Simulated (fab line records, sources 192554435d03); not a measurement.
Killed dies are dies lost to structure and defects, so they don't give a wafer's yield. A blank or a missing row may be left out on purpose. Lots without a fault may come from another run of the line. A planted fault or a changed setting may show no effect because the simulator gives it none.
fab line records | flow n5_finfet
record lots=10 wafers=30 last_day=16
route steps=1938 shown MOL_CONTACT_COAG@619 BEOL_M0_SAQP@633 BEOL_M4@1111 PASSIVATION@1936
lots that met no fault: from a run of the same line without faults
start_h: hours from the record's first day to the start of the lot's first wafer shown | wait_h: hours since the lot's step before | " the same as in the row above | L1.1+2: a row that stands for several wafers | - no value, or no start given | * or withheld: withheld | < > ~ a bound
route shown NAME@n: a module of which the file shows steps, and the number in the route of the first | usual: mean/standard deviation of fault-free wafers | same: alike in all rows | chamber/n: place in a boat | sites: the reading at each site | _std_site: their standard deviation | _edge_site: outer sites' mean less inner sites' | radius_mm: how far each site lies from the wafer's centre | mask NAME#n: copy n | behind: the tool/chamber that last shaped the wafer | hold: why the lot was held/for how many hours/how that ended | device: the transistor (n, p or np) that didn't switch | end of line: the same wafers' tests at the end of the route | a step without rows: its recipe alone | killed: dies lost to structure and defects at the first sort, not the wafer's yield | map: a wafer's dies, x killed, . not, _ none there
set.NAME: the setting as run; set.NAME@STEP: as run at that earlier step | model.NAME: the simulator's own value behind a step, which no gauge read
steps of the route over a sample of lots; a table a step, a row a wafer
services: from which hour (start_h, from the record's first day; less than 0 if before it) a tool's chamber was out of use, for how many hours, and why
## steps
# step N5_MOL_CONTACT_COAG_STRIP_49
# recipe chemistry=N2/H2 time_s=30 power_w=1000 temp_c=250 pressure_mtorr=withheld n2_flow_sccm=1750 h2_flow_sccm=3250
# usual drypump_motor_current_A=5.81/0.25 heater_power_w=335/13
# columns lot.wafer tool chamber start_h wait_h drypump_motor_current_A heater_power_w rf_hours_counter_h
L581.3 plasma_asher-02 1 136.04 - 5.97 346 -
L581.5 " 0 " " 5.36 319 -
L581.6 " 1 " " 5.98 352 -
L582.1 plasma_asher-02 0 137.54 - 5.34 314 51
L582.2 " 1 " " 5.97 342 51
L582.5 " 1 " " 5.95 349 -
L584.3 plasma_asher-02 0 141.51 - 5.36 311 -
L584.4 " 1 " " 5.97 341 -
L584.5 " 0 " " 5.39 314 -
L585.1 plasma_asher-02 0 144.53 - 5.34 321 52
L585.5 " 1 " " 5.96 339 -
L585.6 " 0 " " 5.36 324 -
L587.2 plasma_asher-01 0 157.48 - 6.00 327 100
L587.5 " 1 " " 5.81 330 -
L587.6 " 0 " " 6.01 330 -
L588.1 plasma_asher-01 0 163.96 - 6.00 325 101
L588.3 " 0 " " 6.00 337 -
L588.4 " 1 " " 5.83 347 -
L589.1 plasma_asher-01 1 168.34 - 5.82 339 102
L589.4 " 0 " " 6.01 338 -
L589.6 " 1 " " 5.80 344 -
L592.1 plasma_asher-01 0 194.79 - 6.02 330 108
L592.3 " 0 " " 6.03 331 -
L592.4 " 1 " " 5.82 351 -
L593.1 plasma_asher-01 0 196.11 - 6.01 330 109
L593.4 " 1 " " 5.82 342 -
L593.5 " 0 " " 6.02 336 -
L596.2 plasma_asher-01 0 210.77 - 6.02 333 111
L596.3 " 0 " " 6.00 334 -
L596.4 " 1 " " 5.81 345 -
# step N5_BEOL_M0_SAQP_ILD_DEP_01
# recipe material=SiOC target_thk_a=454.19 temp_c=350 precursor=DEMS/O2 pressure_torr=5 rf_w=500 time_s=8.7
# usual heater_power_w=504/72 showerhead_plenum_p_Torr=5.697/0.014 throttle_valve_pct=11.6/0.43
# columns lot.wafer tool chamber start_h wait_h heater_power_w showerhead_plenum_p_Torr throttle_valve_pct
L581.3 pecvd-04 1 140.32 0.0 449 5.690 11.8
L581.5 " 1 " " 448 5.692 11.9
L581.6 " 2 " " 497 5.676 12.3
L582.1 pecvd-02 1 143.33 0.0 472 5.682 11.3
L582.2 " 2 " " 523 5.715 11.1
L582.5 " 0 " " 438 5.696 11.8
L584.3 pecvd-02 0 146.34 0.0 435 5.696 11.3
L584.4 " 0 " " 433 5.689 11.4
L584.5 " 2 " " 592 5.696 11.4
L585.1 pecvd-04 0 149.34 0.0 625 5.696 12.0
L585.5 " 0 " " 610 5.702 12.0
L585.6 " 1 " " 374 5.688 11.7
L587.2 pecvd-01 2 161.78 0.0 457 5.728 10.7
L587.5 " 0 " " 518 5.697 11.5
L587.6 " 2 " " 456 5.724 10.9
L588.1 pecvd-04 1 168.30 0.0 453 5.685 11.7
L588.3 " 1 " " 472 5.709 11.9
L588.4 " 2 " " 499 5.683 12.2
L589.1 pecvd-04 2 172.67 0.0 485 5.695 12.2
L589.4 " 2 " " 485 5.691 12.4
L589.6 " 1 " " 397 5.703 11.8
L592.1 pecvd-01 0 199.12 0.0 557 5.721 11.5
L592.3 " 1 " " 606 5.696 11.9
L592.4 " 0 " " 546 5.706 11.7
L593.1 pecvd-01 2 202.12 0.0 517 5.726 10.5
L593.4 " 0 " " 491 5.706 11.4
L593.5 " 1 " " 581 5.691 12.1
L596.2 pecvd-04 1 216.11 0.0 424 5.705 11.7
L596.3 " 1 " " 430 5.695 11.7
L596.4 " 0 " " 627 5.677 11.5
# step N5_BEOL_M0_SAQP_PEB_12
# recipe peb_temp_c=withheld peb_time_s=60 resist=CAR-ArF
# columns lot.wafer tool chamber start_h wait_h
L581.3+5+6 litho_track-03 0 142.48 0.0
L582.1+2+5 litho_track-02 0 145.81 0.1
L584.3+4+5 litho_track-03 0 147.38 0.0
L585.1+5+6 litho_track-02 0 151.44 0.1
L587.2+5+6 litho_track-02 0 163.85 0.0
L588.1+3+4 litho_track-02 0 172.81 0.1
L589.1+4+6 litho_track-02 0 174.22 0.1
L592.1+3+4 litho_track-05 0 200.23 0.1
L593.1+4+5 litho_track-03 0 205.35 0.1
L596.2+3+4 litho_track-03 0 217.38 0.0
# step N5_BEOL_M0_SAQP_CD_MEAS_14
# recipe target_cd_nm=42.5 landing_energy_ev=500 detector=se_inlens
# usual cd_nm=42.6/0.32
# columns lot.wafer tool chamber start_h wait_h cd_nm
L581.3 cd_sem-02 0 142.55 - 42.4
L581.5 " 0 " " 42.7
L581.6 " 0 " " 42.0
L582.1 cd_sem-02 0 145.88 - 42.6
L582.2 " 0 " " 43.2
L582.5 " 0 " " 42.9
L584.3 cd_sem-02 0 147.45 - 42.5
L584.4 " 0 " " 42.4
L584.5 " 0 " " 42.5
L585.1 cd_sem-02 0 151.51 - 42.5
L585.5 " 0 " " 43.0
L585.6 " 0 " " 43.2
L587.2 cd_sem-01 0 163.91 - 38.0
L587.5 " 0 " " 38.3
L587.6 " 0 " " 37.7
L588.1 cd_sem-03 0 172.88 - 38.9
L588.3 " 0 " " 39.2
L588.4 " 0 " " 39.1
L589.1 cd_sem-02 0 174.29 - 38.0
L589.4 " 0 " " 37.7
L589.6 " 0 " " 37.7
L592.1 cd_sem-01 0 200.30 - 42.2
L592.3 " 0 " " 42.1
L592.4 " 0 " " 42.8
L593.1 cd_sem-01 0 205.42 - 42.4
L593.4 " 0 " " 42.2
L593.5 " 0 " " 41.7
L596.2 cd_sem-02 0 217.45 - 42.3
L596.3 " 0 " " 42.1
L596.4 " 0 " " 42.5
# step N5_BEOL_M0_SAQP_SPACER1_ALD_98
# recipe material=SiO2 target_thk_a=128 temp_c=300 ald_precursor_family=BDEAS ald_co_reactant=O2-plasma pulse_time_s=1 purge_time_s=2 co_reactant_purge_time_s=2 ald_cycles=138 pressure_torr=2
# usual heater_power_w=476/33 precursor_pulse_height_rel=0.997/0.021
# same purge_time_s=2
# columns lot.wafer tool chamber start_h wait_h heater_power_w precursor_pulse_height_rel
L581.3 ald_sin-01 0 144.08 0.2 497 0.982
L581.5 " 1 " " 515 0.992
L581.6 " 0 " " 508 0.980
L582.1 ald_sin-03 2 146.87 0.3 457 1.009
L582.2 " 0 " " 469 1.037
L582.5 " 1 " " 424 0.972
L584.3 ald_sin-01 2 149.19 0.8 498 1.025
L584.4 " 3 " " 508 1.002
L584.5 " 0 " " 505 1.031
L585.1 ald_sin-03 3 152.58 0.4 506 0.997
L585.5 " 1 " " 415 0.990
L585.6 " 0 " " 484 1.008
L587.2 ald_sin-01 1 165.50 0.3 521 0.961
L587.5 " 3 " " 516 1.006
L587.6 " 0 " " 505 0.966
L588.1 ald_sin-01 1 174.04 0.3 512 0.995
L588.3 " 2 " " 494 0.985
L588.4 " 0 " " 502 1.004
L589.1 ald_sin-01 0 175.30 0.3 504 0.964
L589.4 " 3 " " 517 0.996
L589.6 " 0 " " 518 0.996
L592.1 ald_sin-03 1 202.14 1.1 419 1.000
L592.3 " 0 " " 472 1.021
L592.4 " 3 " " 537 1.041
L593.1 ald_sin-03 2 207.02 0.3 452 0.978
L593.4 " 0 " " 482 1.001
L593.5 " 2 " " 454 0.996
L596.2 ald_sin-03 1 218.69 0.5 421 1.023
L596.3 " 0 " " 468 1.024
L596.4 " 3 " " 502 0.995
# step N5_BEOL_M4_RC_MEAS_101
# usual DIBL_N=35.8/1.6 DIBL_P=36.0/1.9 IOFF_N=0.151/0.029 IOFF_P=0.21/0.037 ION_N=673/12 ION_P=463/7.3 SS_N=71.5/0.58 SS_P=73.2/0.61 VT_N=251/3.3 VT_P=-250/3.3
# columns lot.wafer tool chamber start_h wait_h DIBL_N[mV/V] DIBL_P[mV/V] IOFF_N[nA/um] IOFF_P[nA/um] ION_N[uA/um] ION_P[uA/um] SS_N[mV/dec] SS_P[mV/dec] VT_N[mV] VT_P[mV]
L581.3 prober-01 0 204.62 0.3 37.9 38.3 0.189 0.27 690 472 71.9 74.3 247 -244
L581.5 " 0 " " 35.4 34.5 0.134 0.20 679 465 71.2 73.4 251 -248
L581.6 " 0 " " 36.3 35.2 0.162 0.22 677 466 70.9 73.4 248 -247
L584.3 prober-02 0 205.15 0.3 36.1 36.8 0.167 0.26 682 469 71.8 73.0 248 -249
L584.4 " 0 " " 37.2 37.7 0.183 0.29 678 469 71.8 73.2 248 -244
L584.5 " 0 " " 37.6 38.2 0.205 0.31 691 478 72.7 73.7 246 -241
L582.1 prober-02 0 208.71 0.0 37.3 36.7 0.142 0.21 666 465 71.2 72.9 252 -248
L582.2 " 0 " " 38.8 38.8 0.179 0.25 688 468 72.3 73.8 249 -248
L582.5 " 0 " " 37.0 36.2 0.137 0.20 660 461 71.1 72.8 255 -251
L587.2 prober-02 0 213.34 0.2 34.8 35.5 0.154 0.22 681 478 71.6 72.6 254 -247
L587.5 " 0 " " 34.7 36.2 0.152 0.24 685 478 71.5 72.9 253 -244
L587.6 " 0 " " 35.2 35.7 0.161 0.23 672 460 72.5 73.2 250 -245
L585.1 prober-02 0 220.41 0.0 37.0 36.4 0.145 0.19 670 464 72.6 72.2 251 -251
L585.5 " 0 " " 38.3 38.8 0.186 0.23 682 463 72.5 74.0 250 -250
L585.6 " 0 " " 37.5 38.3 0.174 0.21 689 468 72.1 73.4 249 -249
L588.1 prober-02 0 239.33 0.0 35.1 36.2 0.152 0.22 666 462 72.1 72.9 254 -247
L588.3 " 0 " " 32.7 34.1 0.119 0.19 669 465 70.8 73.1 252 -248
L588.4 " 0 " " 35.1 37.4 0.175 0.25 691 475 71.3 73.8 247 -247
L589.1 prober-01 0 241.66 0.0 34.9 36.0 0.134 0.17 662 453 71.1 73.5 255 -252
L589.4 " 0 " " 36.4 37.1 0.156 0.18 678 456 71.5 73.6 251 -258
L589.6 " 0 " " 35.8 38.3 0.156 0.19 677 463 71.2 73.4 250 -252
L592.1 prober-02 0 261.04 0.0 38.4 38.4 0.191 0.24 689 473 71.1 73.7 247 -250
L592.3 " 0 " " 37.6 36.6 0.158 0.20 674 455 71.8 73.1 251 -252
L592.4 " 0 " " 35.3 34.5 0.130 0.18 651 448 71.3 73.1 252 -252
L593.1 prober-02 0 276.55 0.0 36.8 38.4 0.179 0.24 691 479 71.9 73.8 248 -248
L593.4 " 0 " " 38.9 39.4 0.191 0.25 688 467 72.7 74.2 248 -246
L593.5 " 0 " " 37.2 39.1 0.189 0.25 680 473 71.8 73.2 246 -246
L596.2 prober-01 0 280.99 0.2 35.1 34.6 0.135 0.18 672 460 70.4 73.1 252 -250
L596.3 " 0 " " 32.9 32.8 0.105 0.17 659 455 70.3 71.8 257 -251
L596.4 " 0 " " 35.9 35.6 0.148 0.20 676 463 70.7 73.5 249 -252
# step N5_PASSIVATION_PROBE_49
# usual defect_limited_yield=90.9/1.4 killed_at_M0_to_M3=37/12 killed_at_M4_up=14/5.3 killed_at_contacts=12/6.2 killed_at_front_end=41/11 killed_at_other=3.7/2.9 killed_dies=107/17 killed_open=71/12 killed_short=34/7.9 sort_bin_5_function=5.3/0.95 sort_bin_6_memory=3.4/0.7 sort_n_pass=1073/17 sort_yield_pct=90.9/1.5
# same gross_dies=1180 killed_at_back_side=0 sort_bin_4_leakage[%]=0 sort_bin_8_speed[%]=0
# columns lot.wafer tool chamber start_h wait_h defect_limited_yield[%] killed_at_M0_to_M3 killed_at_M4_up killed_at_contacts killed_at_front_end killed_at_other killed_dies killed_open killed_short sort_bin_5_function[%] sort_bin_6_memory[%] sort_n_pass sort_yield_pct[%]
L582.1 prober-01 - 316.90 0.0 92.7 25 19 7 34 1 86 56 29 4.2 2.8 1094 92.7
L582.2 prober-01 - 316.95 0.1 91.8 35 11 5 42 4 97 61 36 4.6 3.2 1083 91.8
L582.5 prober-01 - 317.10 0.2 94.9 25 11 2 21 1 60 40 19 3.4 1.6 1120 94.9
L587.2 prober-02 - 317.48 0.1 89.2 71 13 21 22 1 128 73 28 6.4 4.1 1052 89.2
L587.5 prober-02 - 317.63 0.2 89.6 61 10 13 36 3 123 74 31 5.8 4.2 1057 89.6
L587.6 prober-02 - 317.68 0.3 90.3 59 10 7 38 0 114 59 22 6.5 2.6 1066 90.3
L588.3 prober-02 - 341.92 0.1 91.1 34 21 18 30 2 105 69 32 5.3 3.0 1075 91.1
L592.4 prober-02 - 366.81 0.2 91.3 61 19 7 16 0 103 77 26 4.9 3.6 1077 91.3
# killed by level:class
L582.1 FIN_SAQP:geometric_particle:short=7 BEOL_M1:geometric_particle:open=7 BEOL_M4:geometric_particle:open=7 STI_FIN_REVEAL:geometric_particle:open=6 BEOL_M3:geometric_particle:open=6 MOL_CONTACT_COAG:geometric_particle:short=5 GATE_CUT:geometric_particle:short=4 BEOL_M2:geometric_particle:open=4
L582.2 BEOL_M0_SAQP:geometric_particle:open=14 FIN_SAQP:geometric_particle:short=12 FIN_SAQP:geometric_particle:open=9 BEOL_M0_SAQP:geometric_particle:short=7 BEOL_M7:geometric_particle:open=6 DUMMY_GATE:geometric_particle:open=5 BEOL_M0:geometric_particle:open=4 FIN_CUT:geometric_particle:open=3
L582.5 BEOL_M2:geometric_particle:open=10 FIN_SAQP:geometric_particle:open=7 FIN_SAQP:geometric_particle:short=5 BEOL_M4:geometric_particle:open=5 BEOL_M3:geometric_particle:open=4 BEOL_M1:geometric_particle:open=4 BEOL_M0_SAQP:geometric_particle:short=3 BEOL_M1:geometric_particle:short=3
L587.2 BEOL_M0_SAQP:area_peb=25 MOL_CONTACT_COAG:geometric_particle:open=17 BEOL_M3:geometric_particle:open=12 BEOL_M2:geometric_particle:open=9 DUMMY_GATE:geometric_particle:open=7 BEOL_M0_SAQP:geometric_particle:short=6 BEOL_M0_SAQP:geometric_particle:open=6 BEOL_M5:geometric_particle:open=5
L587.5 BEOL_M0_SAQP:area_peb=15 BEOL_M0_SAQP:geometric_particle:open=13 BEOL_M3:geometric_particle:open=13 STI_FIN_REVEAL:geometric_particle:open=11 MOL_CONTACT_COAG:geometric_particle:open=9 FIN_SAQP:geometric_particle:short=5 DUMMY_GATE:geometric_particle:short=5 BEOL_M1:geometric_particle:short=5
L587.6 BEOL_M0_SAQP:area_peb=27 BEOL_M2:geometric_particle:open=10 STI_FIN_REVEAL:geometric_particle:open=6 BEOL_M0_SAQP:geometric_particle:open=6 BEOL_M3:geometric_particle:open=6 GATE_CUT:geometric_particle:open=5 MOL_CONTACT_COAG:geometric_particle:open=5 STARTING-WAFER:geometric_particle:short=5
L588.3 MOL_CONTACT_COAG:geometric_particle:open=13 STI_FIN_REVEAL:geometric_particle:open=9 BEOL_M4:geometric_particle:open=9 BEOL_M3:geometric_particle:open=7 FIN_SAQP:geometric_particle:short=5 MOL_CONTACT_COAG:geometric_particle:short=5 BEOL_M1:geometric_particle:open=5 BEOL_M2:geometric_particle:short=5
L592.4 BEOL_M1:geometric_particle:open=14 BEOL_M0_SAQP:geometric_particle:open=13 BEOL_M2:geometric_particle:open=10 MOL_CONTACT_COAG:geometric_particle:open=7 BEOL_M0:geometric_particle:open=6 BEOL_M4:geometric_particle:open=6 BEOL_M3:geometric_particle:open=5 BEOL_M6:geometric_particle:open=4
## services
# columns tool chamber start_h hours kind
pecvd-02 1 113.56 5.0 scheduled_down
ald_sin-03 - 115.30 6.0 pm
pecvd-01 - 139.51 14.6 pm
pecvd-04 0 166.05 - clean
pecvd-04 0 166.05 29.5 scheduled_down
pecvd-04 0 166.05 29.5 vent_cycle
ald_sin-01 - 177.12 14.0 pm
ald_sin-01 0 177.12 14.0 vent_cycle
ald_sin-01 1 177.12 14.0 vent_cycle
ald_sin-01 2 177.12 14.0 vent_cycle
ald_sin-01 3 177.12 14.0 vent_cycle
pecvd-02 0 181.80 2.1 scheduled_down
ald_sin-01 0 191.12 - clean
ald_sin-01 1 191.12 - clean
ald_sin-01 2 191.12 - clean
ald_sin-01 3 191.12 - clean
pecvd-02 1 197.56 2.1 scheduled_down
pecvd-04 2 202.38 - clean
pecvd-04 2 202.38 - consumable_replace:showerhead
pecvd-04 2 202.38 29.0 scheduled_down
pecvd-04 2 202.38 29.0 vent_cycle
ald_sin-01 - 213.84 28.1 pm
## key
first_sign step=N5_BEOL_M0_SAQP_CD_MEAS_14 reading=cd_nm direction=down sigmas=14 usual=42.6 struck=38.3 through=control_loop
effect none on later readings
met_at N5_BEOL_M0_SAQP_PEB_12
struck_lots L587,L588,L589
rows_end L588.4,L589.1,L589.4,L589.6
loop_trim step=N5_BEOL_M0_SAQP_EXPOSE_11 setting=dose lots=L588
not_acting_at N5_MOL_CONTACT_COAG_STRIP_49,N5_BEOL_M0_SAQP_ILD_DEP_01,N5_BEOL_M0_SAQP_SPACER1_ALD_98
onset_between 151.44 163.85
fault kind=process_parameter_drift tool=litho_track-02 chamber=- onset_h=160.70 steps=N5_BEOL_M0_SAQP_PEB_12 channel=peb_temp_c offset=withheld shape=step acts_in=*
# rows_end: these wafers met a further fault down the route, and their rows from its step on are left out
# loop_trim: a control loop set the setting to another value than it would have without faults
